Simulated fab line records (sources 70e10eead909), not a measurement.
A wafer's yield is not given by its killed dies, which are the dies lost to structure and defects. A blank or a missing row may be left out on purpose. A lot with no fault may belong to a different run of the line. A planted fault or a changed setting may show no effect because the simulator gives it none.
Chamber matching ; flow nandHarc ; rieDiel-12 running NHARC_A_CONTACT_DESCUM_74: 4 sister chambers
The step chemistry O2, time 3 s. 22 wafers are shown with their chamber, then 11 later ones without.

## WAFERS PAIRED WITH THEIR CHAMBERS
wafer;chamber;drypumpMotorCurrentA (A);showerheadPlenumPTorr (Torr);oesProductAu (a.u.)
L079.4;2;5.4;1.92;0.979
L079.5;1;6.0;1.87;0.997
L079.6;2;5.4;1.92;0.980
L076.2;1;5.9;1.87;1.002
L076.3;0;6.6;1.89;1.008
L076.4;2;5.4;1.92;0.996
L080.2;3;6.3;1.78;1.009
L080.4;1;6.0;1.87;0.998
L080.5;0;6.6;1.89;0.984
L082.1;1;6.0;1.87;1.011
L082.4;3;6.3;1.78;1.024
L082.5;0;6.6;1.89;0.991
L083.1;1;5.9;1.87;1.006
L083.3;2;5.4;1.92;0.995
L083.5;1;6.0;1.87;1.007
L085.1;0;6.6;1.88;0.995
L085.3;2;5.4;1.91;0.992
L085.5;3;6.3;1.78;1.021
L086.1;0;6.6;1.88;1.005
L086.5;2;5.4;1.91;0.985
L086.6;0;6.7;1.88;0.998
L090.1;3;6.3;1.77;1.019

SIGNATURES (means of the wafers above)
reading;chamber 0;chamber 1;chamber 2;chamber 3;scatter within a chamber
drypumpMotorCurrentA;6.617;5.967;5.400;6.300;0.0347
showerheadPlenumPTorr;1.8850;1.8700;1.9167;1.7775;0.00446
oesProductAu;0.99683;1.00350;0.98783;1.01825;0.00728
Rule: a wafer lies at a distance from a chamber equal to the root of the sum of squares, over the readings, of (its reading less the chamber's mean, divided by the reading's scatter). If the next closest chamber is less than 2 further off than the closest, the wafer can't be placed; otherwise it belongs to the closest. How the scatter is found: for the shown wafers, subtract from each reading the mean of its chamber, square and add these, divide the total by (wafers less chambers), then take the root.

## WAFERS WITH NO CHAMBER GIVEN
wafer;drypumpMotorCurrentA (A);showerheadPlenumPTorr (Torr);oesProductAu (a.u.)
L090.3;6.7;1.88;1.008
L090.5;5.4;1.91;0.997
L094.1;6.0;1.87;1.005
L094.3;5.4;1.91;0.990
L094.6;6.6;1.88;0.988
L093.3;6.3;1.77;1.012
L093.4;6.6;1.88;0.994
L093.6;6.0;1.87;1.006
L096.1;6.3;1.77;1.001
L096.2;6.0;1.87;1.003
L096.5;5.4;1.91;0.990

## THE CHAMBER EACH PASSED THROUGH
wafer;from the rows above;in truth
L090.3;0;0
L090.5;2;2
L094.1;1;1
L094.3;2;2
L094.6;0;0
L093.3;3;3
L093.4;0;0
L093.6;1;1
L096.1;3;3
L096.2;1;1
L096.5;2;2
Placed correctly: 11 of 11. Left unplaced by these rows: 0. 0 placed wrongly.
